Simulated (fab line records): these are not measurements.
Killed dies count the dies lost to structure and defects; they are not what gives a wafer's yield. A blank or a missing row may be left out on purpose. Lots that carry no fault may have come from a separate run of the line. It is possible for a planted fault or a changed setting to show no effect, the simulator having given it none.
Lot-split experiment -- flow n5Finfet -- 21 wafers read across 7 lots, on a route 1938 steps long

## ON THE SPLIT
At N5_BEOL_M0_ETCH_109 (etches SiCN in CH3F/O2, target depth 8 nm, overetch 2.4 nm, time 27.4 s), the setting biasW was moved away from the recipe's 75 W on 7 of the 21 wafers read, by -14.8% to +17.8%. The other wafers ran this setting at the recipe's value.

The reading comes from the split's own step.

## THE READING
rfVppV, in V, at N5_BEOL_M0_ETCH_109 (etches SiCN in CH3F/O2, target depth 8 nm, overetch 2.4 nm, time 27.4 s). A value of 296.5 V with a standard deviation of 1.4 V is what fault-free wafers of this fab line usually give.

wafer,"tool, chamber at the split","biasW as run, W",against the recipe,"rfVppV, V",against lot-mates on the recipe
L076.1,"rieDiel-04, 0",69.94,-6.7%,283.6,-13.7
L076.3,"rieDiel-04, 3",69.94,-6.7%,285.4,-11.9
L076.6,"rieDiel-04, 2",75,recipe,297.3,-
L080.2,"rieDiel-06, 0",75,recipe,297.1,-
L080.4,"rieDiel-06, 1",75,recipe,296.2,-
L080.6,"rieDiel-06, 3",75,recipe,296.5,-
L079.2,"rieDiel-04, 0",75,recipe,294.3,-
L079.3,"rieDiel-04, 1",75,recipe,296.5,-
L079.5,"rieDiel-04, 0",75,recipe,295.6,-
L084.3,"rieDiel-04, 1",63.88,-14.8%,267.4,-28.9
L084.4,"rieDiel-04, 3",63.88,-14.8%,268.1,-28.2
L084.6,"rieDiel-04, 3",75,recipe,296.3,-
L088.2,"rieDiel-06, 0",88.33,+17.8%,328.2,+32.1
L088.4,"rieDiel-06, 2",75,recipe,295.3,-
L088.6,"rieDiel-06, 3",75,recipe,296.8,-
L094.1,"rieDiel-04, 1",67.95,-9.4%,278.0,-18.4
L094.3,"rieDiel-04, 0",67.95,-9.4%,277.1,-19.3
L094.5,"rieDiel-04, 3",75,recipe,296.4,-
L097.1,"rieDiel-03, 3",75,recipe,298.7,-
L097.2,"rieDiel-03, 0",75,recipe,297.6,-
L097.6,"rieDiel-03, 2",75,recipe,295.8,-

THE FIT
A straight line over all 21 wafers: rfVppV changes by +1.88 V for each +1% of biasW; r = +1.00; the points scatter about the line by 1.1 V.
The same after taking each lot's own level away (the mean of its wafers on the recipe; 21 wafers): +1.89 V for each +1%; r = +1.00; scatter 0.87 V.
The reading moves by 34 V for the largest change in biasW, on that fit.
Across the lots, their own levels run from 295.47 to 297.37 V, a range of 1.4 times the standard deviation given above.
The two slopes agree, so the slope changes little with the lot-to-lot level.
Check: with one of the wafers moved furthest among these (+17.8%) left out of the fit, the line predicts +34.5 V for it against its lot-mates. Against them it came out at +32.1 V.
Tool readings at the split's step, against how far the setting was moved: rfVppV r = +1.00.

## OTHER SPLITS APPLIED TO THESE WAFERS
Before the reading, these wafers also passed through other splits. Each is held against what the fit with the lots' levels taken away leaves over:
other split on the same wafers,wafers away from the commonest value,r with rfVppV (lot level and that fit taken away)
N5_MOL_CONTACT_COAG_ALD_27 aldCycles,8,-0.13
N5_MOL_CONTACT_COAG_COAT_76 spinRpm,3,+0.08
N5_MOL_CONTACT_COAG_DESCUM_45 timeS,3,+0.04
N5_MOL_CONTACT_COAG_ALD_133 aldCycles,6,-0.13
N5_BEOL_M0_SAQP_EXPOSE_37 doseMj,6,+0.12
N5_BEOL_M0_SAQP_DESCUM_45 timeS,10,+0.15

## FILE'S OWN FIT
rfVppV changes by +1.88 V for each +1% of biasW, r = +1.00.
